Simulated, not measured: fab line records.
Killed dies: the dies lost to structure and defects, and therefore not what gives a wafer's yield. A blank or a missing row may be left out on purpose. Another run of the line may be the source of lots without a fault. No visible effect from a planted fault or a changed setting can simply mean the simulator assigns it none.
Chamber matching ; flow n5_finfet ; rie_diel-06 running N5_SD_EPI_N_ETCH_16: 4 sister chambers
The step etches SiO2 in CHF3/O2, target depth 5 nm. 4 wafers are shown with their chamber, then 7 later ones without.

WAFERS WITH THEIR CHAMBER
wafer;chamber;drypump_motor_current_A (A)
L077.6;1;5.9
L086.5;2;4.7
L089.2;3;4.8
L089.5;0;5.2

WAFERS WITH NO CHAMBER GIVEN
wafer;drypump_motor_current_A (A)
L089.6;4.9
L091.2;4.8
L091.5;4.7
L091.6;5.8
L094.2;4.8
L094.3;5.9
L094.5;5.2

WHICH CHAMBER EACH WENT THROUGH
wafer;from the rows above;in truth
L089.6;can't be placed: 3 or 2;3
L091.2;can't be placed: 3 or 2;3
L091.5;can't be placed: 2 or 3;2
L091.6;1;1
L094.2;can't be placed: 3 or 2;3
L094.3;1;1
L094.5;0;0
Placed correctly: 3 of 7. Unplaceable from these rows: 4, with the true chamber sitting among the candidates in 4. Number placed wrongly: 0.
How it was worked out, from the rows above alone: a wafer's distance from a chamber is the root of the sum, over the readings, of the square of ((its reading less the chamber's mean) divided by the reading's scatter). The wafer belongs to the nearest chamber; if the next one is less than 2 further off, it can't be placed. The mean given for a chamber averages the wafers shown for that chamber. The scatter (one wafer shown for each chamber): square how far every hidden wafer sits from the nearest shown wafer, average those squares and take the square root.
